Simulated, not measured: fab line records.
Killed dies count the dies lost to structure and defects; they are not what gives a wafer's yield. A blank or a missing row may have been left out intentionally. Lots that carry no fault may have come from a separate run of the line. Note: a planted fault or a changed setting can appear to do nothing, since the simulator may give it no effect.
The tool behind it: which one? -- flow nand harc -- 36 wafers from 12 lots sampled at 5 of the route's 1302 steps

## WHAT THE GAUGES READ, wafer by wafer
NHARC_P_ZERO_WELL_CD_MEAS_11: the cd target is 500 nm.
lot,measured,on,cd nm (nm)
L900,day 2 07:14,cd sem-02,500.0 500.9 499.3
L901,day 2 17:14,cd sem-03,498.4 498.6 500.4
L904,day 3 23:07,cd sem-01,500.1 498.6 499.0
L905,day 4 09:16,cd sem-02,497.4 497.4 495.5
L906,day 4 19:29,cd sem-03,500.2 500.2 500.0
L907,day 5 05:11,cd sem-03,499.5 500.8 498.2
L909,day 6 01:14,cd sem-01,498.1 498.1 497.7
L911,day 6 21:14,cd sem-01,498.6 497.5 496.1
L917,day 9 09:14,cd sem-02,499.3 499.2 500.1
L918,day 9 19:08,cd sem-02,498.2 498.3 500.0
L921,day 11 01:14,cd sem-02,497.0 500.4 500.3
L922,day 11 11:07,cd sem-03,499.4 499.9 500.7

NHARC_P_GATE_OVL_MEAS_27.
lot,measured,on,overlay x nm (nm),overlay y nm (nm)
L900,day 5 08:47,overlay-02,-0.1 -0.3 0.4,-0.8 -0.4 -1.0
L901,day 5 20:17,overlay-01,1.3 0.7 0.5,-0.2 0.6 0.2
L904,day 7 02:34,overlay-01,0.8 1.0 0.2,0.0 -0.3 -0.3
L905,day 7 13:28,overlay-02,-0.8 -1.2 -0.8,0.0 -0.4 -0.3
L906,day 8 03:36,overlay-01,1.9 1.6 1.4,-0.2 0.0 0.1
L907,day 8 03:52,overlay-02,-1.1 -0.9 -0.7,-0.2 -0.4 0.1
L909,day 9 00:10,overlay-02,0.3 0.4 0.1,0.0 -0.6 -0.4
L911,day 9 19:46,overlay-02,-0.7 -0.7 -0.2,-1.5 -0.5 -0.6
L921,day 14 05:21,overlay-02,0.3 0.4 0.4,0.1 -0.6 0.2
L922,day 14 23:48,overlay-01,-0.5 -0.5 -0.5,-0.1 0.5 0.3

NHARC_END_SORT_01.
lot,measured,on,killed at array,killed at other,killed at periphery,killed dies,killed open,killed short
L917,day 31 23:45,prober-01,42 39 38,4 2 6,631 636 633,677 677 677,2 5 4,1 3 1
L918,day 32 16:56,prober-01,40 40 41,3 0 0,634 637 636,677 677 677,4 4 0,0 4 2

## TOOL THAT RAN EACH LOT (tool first, then ch and the chambers of the sampled wafers, then the start)
lot,NHARC_P_ZERO_WELL_ETCH_65,NHARC_P_ZERO_WELL_DESCUM_54
L900,"rie diel-10 ch 0,3, day 2 07:37","rie diel-04 ch 0,2, day 2 12:01"
L901,"rie diel-10 ch 0,1,3, day 2 17:29","rie diel-10 ch 0,1,3, day 2 21:55"
L904,"rie diel-07 ch 0,1,2, day 3 23:21","rie diel-10 ch 0,1,2, day 4 03:46"
L905,"rie diel-07 ch 0,1, day 4 09:29","rie diel-07 ch 2,3, day 4 14:07"
L906,"rie diel-10 ch 2,3, day 4 19:44","rie diel-07 ch 0,3, day 5 00:17"
L907,"rie diel-10 ch 0,1,2, day 5 05:26","rie diel-10 ch 1,2, day 5 09:53"
L909,"rie diel-10 ch 0,1,3, day 6 01:30","rie diel-07 ch 0,1, day 6 06:15"
L911,"rie diel-04 ch 1,2,3, day 6 21:29","rie diel-10 ch 0,3, day 7 01:48"
L917,"rie diel-10 ch 0,2,3, day 9 09:29","rie diel-10 ch 0,2,3, day 9 14:02"
L918,"rie diel-07 ch 1,2, day 9 19:23","rie diel-07 ch 1,2,3, day 9 23:55"
L921,"rie diel-10 ch 0,2,3, day 11 01:30","rie diel-04 ch 1,2,3, day 11 06:06"
L922,"rie diel-04 ch 0,3, day 11 11:22","rie diel-04 ch 1,2,3, day 11 15:56"
- NHARC_P_ZERO_WELL_ETCH_65: etches the open film in N2/H2, target depth 80 nm, overetch 24 nm, time 87.88 s.
- NHARC_P_ZERO_WELL_DESCUM_54: chemistry O2, time 3 s.

## WHAT THE TOOLS THEMSELVES READ (means of the sampled wafers that have a number; where no wafer has one, the mark that the record gives instead)
NHARC_P_ZERO_WELL_ETCH_65.
lot,tool,bias w (W),chamber pressure mTorr (mTorr),drypump motor current A (A),oes product au (a.u.),rf vpp V (V),showerhead plenum p Torr (Torr),throttle valve pct (%)
L900,rie diel-10,150.0,30.01,6.0,1.006,430.7,2.05,14.162
L901,rie diel-10,149.5,29.99,5.7,0.997,429.5,2.02,14.176
L904,rie diel-07,150.8,30.00,6.0,0.986,432.2,2.10,14.169
L905,rie diel-07,150.1,30.02,6.2,0.997,433.1,2.14,14.166
L906,rie diel-10,149.8,30.00,5.8,1.002,428.6,1.95,14.173
L907,rie diel-10,150.5,30.01,5.8,1.004,429.8,2.01,14.167
L909,rie diel-10,149.7,29.99,5.7,1.001,429.9,2.02,14.171
L911,rie diel-04,150.2,29.98,5.6,1.005,430.1,2.02,14.172
L917,rie diel-10,-,-,-,-,-,-,-
L918,rie diel-07,-,-,-,-,-,-,-
L921,rie diel-10,149.9,29.99,6.0,0.999,428.7,1.99,14.170
L922,rie diel-04,150.2,30.01,5.7,0.996,432.9,2.14,14.162

NHARC_P_ZERO_WELL_DESCUM_54.
lot,tool,chamber pressure mTorr (mTorr),drypump motor current A (A),oes product au (a.u.),rf vpp V (V),showerhead plenum p Torr (Torr),throttle valve pct (%)
L900,rie diel-04,60.01,5.0,1.009,57.2,1.83,11.301
L901,rie diel-10,60.00,5.7,1.004,57.1,1.90,11.307
L904,rie diel-10,59.96,5.8,1.002,57.8,1.89,11.306
L905,rie diel-07,59.98,6.0,1.006,59.0,1.90,11.308
L906,rie diel-07,60.00,6.2,1.005,58.1,1.93,11.314
L907,rie diel-10,60.02,5.7,1.002,58.1,1.84,11.306
L909,rie diel-07,59.99,6.2,1.004,58.6,2.01,11.306
L911,rie diel-10,60.00,5.8,1.002,57.5,1.89,11.310
L917,rie diel-10,59.99,6.0,1.003,57.8,1.87,11.325
L918,rie diel-07,59.97,5.9,0.996,57.7,1.89,11.305
L921,rie diel-04,59.96,5.6,1.002,57.3,1.88,11.306
L922,rie diel-04,59.97,5.6,1.001,57.0,1.88,11.306

## THE ANSWER, worked out from the rows above alone
Rule: the lots themselves supply what counts as usual. The widest of any qualifying gaps counts: lots, ordered by their means at a reading, are off when they make up no more than a third of the lots, leave a main group of 4 or more, and stand apart from it by 3 or more times the standard deviation of that group's means. If all means in a main group match to the digits the tables above print for the reading, that group is not used. Also off: a lot with no number at a reading for which 4 or more lots have one. All remaining lots with rows at the step are treated as sound. The gauges are gone through in route order, then the tools' own readings, and for those a lot's mean is taken as printed above. At the first step where some lot is off, the reading lying furthest off is the one used; lots without a number count as furthest.
Off, at NHARC_P_ZERO_WELL_ETCH_65 on bias w: L917, L918. Without a number there: L917, L918. For the main group the mean is 150.1 W and the standard deviation 0.36.
If a tool, at that step or one of the process steps before it, ran each lot that is off and ran no sound lot following the first of them, it fits. Not one of the candidates tried fits.

## WHAT HAD BEEN PUT IN BY THE SIMULATOR
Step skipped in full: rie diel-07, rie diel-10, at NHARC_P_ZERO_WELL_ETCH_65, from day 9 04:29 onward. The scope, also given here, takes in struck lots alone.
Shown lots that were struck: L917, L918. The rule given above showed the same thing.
